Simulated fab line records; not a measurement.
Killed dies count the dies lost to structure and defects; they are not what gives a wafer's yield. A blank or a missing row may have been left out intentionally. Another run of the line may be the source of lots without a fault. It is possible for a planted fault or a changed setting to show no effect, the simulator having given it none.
fab line records    flow nand-harc
record: lots: 12  wafers: 36  last-day: 33
route steps=1302 shown P_ZERO_WELL@9 P_STI@88
lots untouched by any fault: they come from a run of this same line in which no faults occurred
start-h: the number of hours between the record's first day and the start of the first shown wafer of the lot    wait-h: how many hours have passed since the lot's step before this one    " identical to the entry in the row above    L1.1+2: one row covering several wafers at once    - no value, or no start given    * or withheld: withheld    < > ~ a bound
route shown NAME@n: NAME is a module with steps in the file, n the number in the route of the first one    usual: mean/standard deviation taken from wafers without a fault    same: alike in all rows    chamber/n: place in a boat    sites: readings site by site    _std_site: their standard deviation    _edge_site: inner sites' mean taken away from outer sites' mean    radius-mm: for every site, how far away it sits from the centre of the wafer    mask NAME#n: copy n    behind: the last tool/chamber to shape the wafer    hold: the reason the lot was held/the length of the hold in hours/how it ended    device: the n, p or np transistor that did not switch    end of line: the same wafers' tests at the end of the route    for a step that has no rows: nothing shown but its recipe    killed: dies that structure and defects cost at the first sort, which is not the same as the wafer's yield    map: per-die view of a wafer (x killed, . not killed, _ where there is no die)
set.NAME: the setting that was run; set.NAME@STEP: the one run at that earlier step    model.NAME: the simulator's own value behind a step, which no gauge read
route steps across a sampled set of lots; one table per step, one row per wafer
services: the hour from which a tool's chamber was out of use, counted from the record's first day as start-h (under 0 if before that day), plus the number of hours and why
== steps ==
step: NHARC_P_ZERO_WELL_SOFTBAKE_06
recipe: temp-c: 125  time-s: 70
usual: heater-power-total-W: 200.8/1.3
lot.wafer  tool            chamber  start-h  wait-h  heater-power-total-W
L561.2     litho-track-03  0        50       -       199.4
L561.5     "               0        "        "       200.0
L561.6     "               0        "        "       202.7
L562.1     litho-track-05  0        60       -       199.1
L562.2     "               0        "        "       198.9
L562.3     "               0        "        "       201.6
L563.1     litho-track-05  0        70       -       202.6
L563.4     "               0        "        "       200.2
L563.6     "               0        "        "       199.7
L564.1     litho-track-02  0        80       -       202.6
L564.4     "               0        "        "       199.3
L564.6     "               0        "        "       202.6
L566.2     litho-track-05  0        100      -       217.0
L566.3     "               0        "        "       220.4
L566.6     "               0        "        "       217.4
L568.1     litho-track-05  0        120      -       218.6
L568.2     "               0        "        "       220.3
L568.4     "               0        "        "       216.3
L574.1     litho-track-05  0        180      -       201.8
L574.2     "               0        "        "       200.9
L574.5     "               0        "        "       202.5
L576.1     litho-track-02  0        200      -       199.9
L576.3     "               0        "        "       202.4
L576.6     "               0        "        "       202.2
L577.3     litho-track-05  0        210      -       199.9
L577.4     "               0        "        "       199.3
L577.5     "               0        "        "       198.8
L579.1     litho-track-03  0        230      -       202.6
L579.2     "               0        "        "       199.7
L579.3     "               0        "        "       201.4
L580.3     litho-track-05  0        240      -       202.4
L580.4     "               0        "        "       202.0
L580.6     "               0        "        "       200.3
L581.1     litho-track-03  0        250      -       201.1
L581.4     "               0        "        "       199.5
L581.5     "               0        "        "       200.4
step: NHARC_P_ZERO_WELL_DESCUM_13
recipe: time-s: 3  o2-flow-sccm: 200  ar-flow-sccm: 0  bias-power-w: 0  chemistry: O2
usual: drypump-motor-current-A: 5.8/0.45  o2-flow-sccm: 200.0/0.56  oes-product-au: 1.002/0.011  rf-vpp-V: 57.7/0.94  showerhead-plenum-p-Torr: 1.92/0.1  throttle-valve-pct: 11.312/0.0091
lot.wafer  tool         chamber  start-h  wait-h  drypump-motor-current-A  o2-flow-sccm  oes-product-au  rf-hours-counter-h  rf-vpp-V  showerhead-plenum-p-Torr  throttle-valve-pct
L561.2     rie-diel-13  0        51.41    -       5.9                      199.3         1.013           23                  57.5      2.07                      11.326
L561.5     "            1        "        "       6.5                      200.0         1.008           -                   58.1      1.78                      11.304
L561.6     "            2        "        "       5.4                      200.5         1.002           -                   58.5      1.87                      11.315
L562.2     rie-diel-13  2        61.27    -       5.4                      199.4         1.008           22                  58.3      1.87                      11.328
L562.1     "            0        "        "       5.9                      200.7         1.020           25                  59.9      2.07                      11.308
L562.3     "            1        "        "       6.5                      200.6         1.005           23                  58.2      1.78                      11.306
L563.1     rie-diel-13  2        71.41    -       5.4                      200.7         1.012           24                  55.8      1.87                      11.306
L563.4     "            3        "        "       5.9                      200.4         1.000           26                  56.8      1.79                      11.318
L563.6     "            3        "        "       5.9                      199.0         0.990           -                   57.9      1.79                      11.319
L564.4     rie-diel-01  3        81.27    -       5.3                      200.0         0.999           11                  59.7      1.98                      11.302
L564.1     "            1        "        "       5.7                      199.6         0.993           11                  57.9      2.00                      11.315
L564.6     "            0        "        "       5.1                      200.7         1.002           -                   57.6      2.07                      11.300
L566.2     rie-diel-13  0        101.42   -       5.9                      199.5         1.015           34                  57.7      2.06                      11.330
L566.3     "            1        "        "       6.5                      199.6         1.000           32                  58.3      1.78                      11.306
L566.6     "            3        "        "       5.9                      199.2         0.998           -                   56.1      1.79                      11.315
L568.1     rie-diel-13  2        121.38   -       5.4                      199.5         1.006           38                  56.8      1.86                      11.331
L568.2     "            3        "        "       5.8                      200.9         0.990           39                  55.6      1.79                      11.312
L568.4     "            0        "        "       5.9                      200.3         1.015           41                  59.3      2.06                      11.311
L574.1     rie-diel-01  0        181.41   -       5.1                      200.4         1.018           51                  58.7      2.06                      11.303
L574.2     "            1        "        "       5.7                      199.9         0.989           46                  59.1      1.99                      11.313
L574.5     "            3        "        "       5.3                      199.5         1.008           -                   58.1      1.97                      11.308
L576.1     rie-diel-01  3        201.40   -       5.3                      200.2         0.999           57                  57.2      1.97                      11.304
L576.3     "            0        "        "       5.1                      200.9         1.007           57                  56.8      2.06                      11.332
L576.6     "            0        "        "       5.1                      200.9         1.008           -                   58.2      2.06                      11.321
L577.3     rie-diel-13  0        211.63   -       5.9                      199.9         1.021           14                  58.4      2.05                      11.318
L577.4     "            2        "        "       5.4                      201.3         0.980           -                   58.0      1.86                      11.309
L577.5     "            1        "        "       6.5                      199.3         0.993           -                   56.0      1.77                      11.310
L579.2     rie-diel-04  2        231.39   -       5.5                      199.3         0.983           14                  58.7      1.87                      11.303
L579.3     "            3        "        "       6.1                      200.4         0.994           14                  58.1      2.07                      11.321
L579.1     "            1        "        "       6.1                      199.9         1.007           11                  57.8      1.84                      11.317
L580.3     rie-diel-01  3        241.40   -       5.3                      199.1         0.983           8                   57.7      1.96                      11.308
L580.4     "            1        "        "       5.7                      200.6         0.999           6                   57.8      1.98                      11.292
L580.6     "            3        "        "       5.3                      199.7         0.983           -                   57.3      1.96                      11.313
L581.4     rie-diel-01  3        251.29   -       5.3                      199.9         0.979           12                  57.8      1.96                      11.308
L581.1     "            0        "        "       5.1                      200.2         0.994           12                  59.1      2.05                      11.318
L581.5     "            2        "        "       6.5                      200.1         1.023           -                   57.8      1.89                      11.311
step: NHARC_P_ZERO_WELL_CD_MEAS_24
recipe: target-cd-nm: 720  landing-energy-ev: 500
usual: cd-nm: 719.0/2.4
lot.wafer  tool       chamber  start-h  wait-h  cd-nm
L561.2     cd-sem-01  0        52.58    -       717.8
L561.5     "          0        "        "       716.0
L561.6     "          0        "        "       716.9
L562.1     cd-sem-01  0        62.50    -       718.0
L562.2     "          0        "        "       716.9
L562.3     "          0        "        "       723.6
L563.1     cd-sem-02  0        72.60    -       722.2
L563.4     "          0        "        "       720.2
L563.6     "          0        "        "       717.0
L564.1     cd-sem-03  0        82.33    -       718.2
L564.4     "          0        "        "       717.4
L564.6     "          0        "        "       719.5
L566.2     cd-sem-01  0        102.59   -       721.0
L566.3     "          0        "        "       721.5
L566.6     "          0        "        "       719.5
L568.1     cd-sem-01  0        122.57   -       716.1
L568.2     "          0        "        "       721.9
L568.4     "          0        "        "       719.1
L574.1     cd-sem-03  0        182.57   -       719.3
L574.2     "          0        "        "       719.5
L574.5     "          0        "        "       717.9
L576.1     cd-sem-03  0        202.58   -       719.0
L576.3     "          0        "        "       716.5
L576.6     "          0        "        "       718.0
L577.3     cd-sem-02  0        212.95   -       720.2
L577.4     "          0        "        "       716.2
L577.5     "          0        "        "       723.1
L579.1     cd-sem-03  0        232.49   -       716.3
L579.2     "          0        "        "       717.4
L579.3     "          0        "        "       717.2
L580.3     cd-sem-02  0        242.48   -       718.3
L580.4     "          0        "        "       717.2
L580.6     "          0        "        "       718.8
L581.1     cd-sem-03  0        252.34   -       723.0
L581.4     "          0        "        "       722.3
L581.5     "          0        "        "       722.5
step: NHARC_P_STI_ETCH_42
recipe: target-depth-a: 800  overetch-a: 240  time-s: 61  ion-energy-ev: 200  n2-flow-sccm: 150  h2-flow-sccm: 150  ar-flow-sccm: 0  rf-w: 400  bias-w: 150  chemistry: N2/H2
usual: drypump-motor-current-A: 5.8/0.5  oes-product-au: 1.000/0.014  rf-vpp-V: 430.2/2.8  showerhead-plenum-p-Torr: 2.03/0.093  throttle-valve-pct: 14.172/0.0085
lot.wafer  tool         chamber  start-h  wait-h  drypump-motor-current-A  oes-product-au  rf-hours-counter-h  rf-vpp-V  showerhead-plenum-p-Torr  throttle-valve-pct
L561.2     rie-diel-07  1        75.09    0.1     5.1                      1.016           8                   426.1     1.91                      14.169
L561.5     "            2        "        "       5.1                      0.998           -                   426.6     1.89                      14.170
L561.6     "            3        "        "       5.0                      1.003           -                   429.4     1.94                      14.175
L562.3     rie-diel-09  1        86.34    0.1     5.8                      0.982           6                   433.1     2.13                      14.181
L562.2     "            2        "        "       6.1                      0.991           6                   432.7     2.11                      14.176
L562.1     "            3        "        "       6.1                      1.000           5                   432.2     2.12                      14.182
L563.4     rie-diel-09  3        96.55    0.1     6.1                      0.993           6                   432.9     2.13                      14.183
L563.1     "            1        "        "       5.8                      0.977           6                   432.6     2.13                      14.172
L563.6     "            0        "        "       6.2                      1.000           -                   429.2     2.00                      14.154
L564.1     rie-diel-11  0        102.11   0.1     6.7                      0.979           1                   426.6     1.92                      14.181
L564.4     "            3        "        "       6.4                      0.975           2                   431.7     2.08                      14.174
L564.6     "            0        "        "       6.8                      0.990           -                   428.1     1.92                      14.166
L566.3     rie-diel-09  0        123.91   0.1     6.2                      1.008           7                   429.1     2.00                      14.173
L566.2     "            2        "        "       6.1                      0.995           7                   431.3     2.11                      14.186
L566.6     "            0        "        "       6.2                      1.016           -                   428.9     2.00                      14.166
L568.2     rie-diel-07  3        142.90   0.1     5.0                      1.008           1                   426.8     1.94                      14.167
L568.1     "            0        "        "       5.7                      1.012           1                   429.2     1.99                      14.184
L568.4     "            1        "        "       5.1                      0.993           1                   425.8     1.91                      14.182
L574.1     rie-diel-07  0        203.65   0.1     5.7                      1.005           4                   429.9     1.99                      14.165
L574.2     "            1        "        "       5.2                      1.007           4                   426.5     1.91                      14.169
L574.5     "            0        "        "       5.7                      1.013           -                   429.3     1.98                      14.167
L576.3     rie-diel-07  3        225.26   0.1     5.0                      1.010           5                   426.3     1.94                      14.189
L576.1     "            0        "        "       5.7                      1.017           5                   428.5     1.98                      14.177
L576.6     "            3        "        "       5.0                      1.000           -                   427.1     1.94                      14.178
L577.3     rie-diel-09  3        236.42   0.1     6.1                      1.025           4                   432.3     2.12                      14.186
L577.4     "            0        "        "       6.2                      1.012           3                   429.6     1.99                      14.170
L577.5     "            1        "        "       5.8                      0.982           -                   432.9     2.12                      14.169
L579.1     rie-diel-09  2        255.54   0.1     6.1                      0.986           5                   432.7     2.11                      14.170
L579.3     "            3        "        "       6.1                      1.029           4                   434.7     2.12                      14.161
L579.2     "            0        "        "       6.2                      1.004           4                   429.6     1.99                      14.161
L580.3     rie-diel-07  0        262.54   0.1     5.7                      1.014           8                   428.7     1.98                      14.184
L580.4     "            1        "        "       5.1                      1.003           -                   428.2     1.91                      14.162
L580.6     "            3        "        "       5.0                      0.995           -                   428.4     1.94                      14.164
L581.4     rie-diel-07  2        277.87   0.1     5.1                      1.000           8                   426.8     1.89                      14.165
L581.1     "            3        "        "       5.0                      0.997           9                   427.9     1.94                      14.195
L581.5     "            0        "        "       5.7                      1.002           -                   429.5     1.98                      14.176
== services ==
tool            chamber  start-h  hours  kind
rie-diel-01     -        26.83    9.0    pm
rie-diel-07     2        31.40    21.6   repair
litho-track-02  -        52.00    7.0    pm
rie-diel-07     0        82.57    7.1    repair
litho-track-03  -        100.00   7.0    pm
rie-diel-07     1        105.77   5.3    repair
rie-diel-01     0        106.82   6.2    repair
rie-diel-07     -        117.20   9.0    pm
litho-track-05  -        124.01   7.0    pm
rie-diel-01     2        141.89   8.3    repair
rie-diel-09     -        143.15   9.0    pm
rie-diel-01     3        152.32   6.0    repair
rie-diel-07     0        155.31   3.7    repair
rie-diel-09     1        161.59   4.5    repair
rie-diel-13     -        165.00   9.0    pm
rie-diel-07     3        166.27   5.3    repair
rie-diel-09     0        173.08   5.4    repair
rie-diel-01     -        205.24   9.0    pm
rie-diel-13     3        211.57   1.3    repair
rie-diel-13     -        223.40   0.1    repair
litho-track-02  -        227.00   7.0    pm
rie-diel-07     2        251.99   1.2    repair
rie-diel-07     2        259.90   5.3    repair
litho-track-03  -        275.00   7.0    pm
== key ==
first-sign: step: NHARC_P_ZERO_WELL_SOFTBAKE_06  reading: heater-power-total-W  direction: up  sigmas: 14  usual: *  struck: *
effect none on later readings
met-at NHARC_P_ZERO_WELL_SOFTBAKE_06
struck-lots L566,L568
tester-left-out L566,L568
loop-trim: step: NHARC_P_ZERO_WELL_EXPOSE_08  setting: dose  lots: L568
not-acting-at NHARC_P_ZERO_WELL_DESCUM_13,NHARC_P_ZERO_WELL_CD_MEAS_24,NHARC_P_STI_ETCH_42
onset-between 70 100
fault: kind: process-parameter-drift  tool: litho-track-05  chamber: -  onset-h: 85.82  steps: NHARC_P_ZERO_WELL_SOFTBAKE_06  channel: time-s  offset: *  shape: step  end-h: 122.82  acts-in: *  stated: *
tester-left-out: of these lots the tester's yield and bins aren't shown, on N5 and GAA mostly nor the transistor test; their killed dies are dies lost to structure and defects alone, not to doping, threshold or leakage, so they don't give the yield
loop-trim: a control loop set the setting to another value than it would have without faults
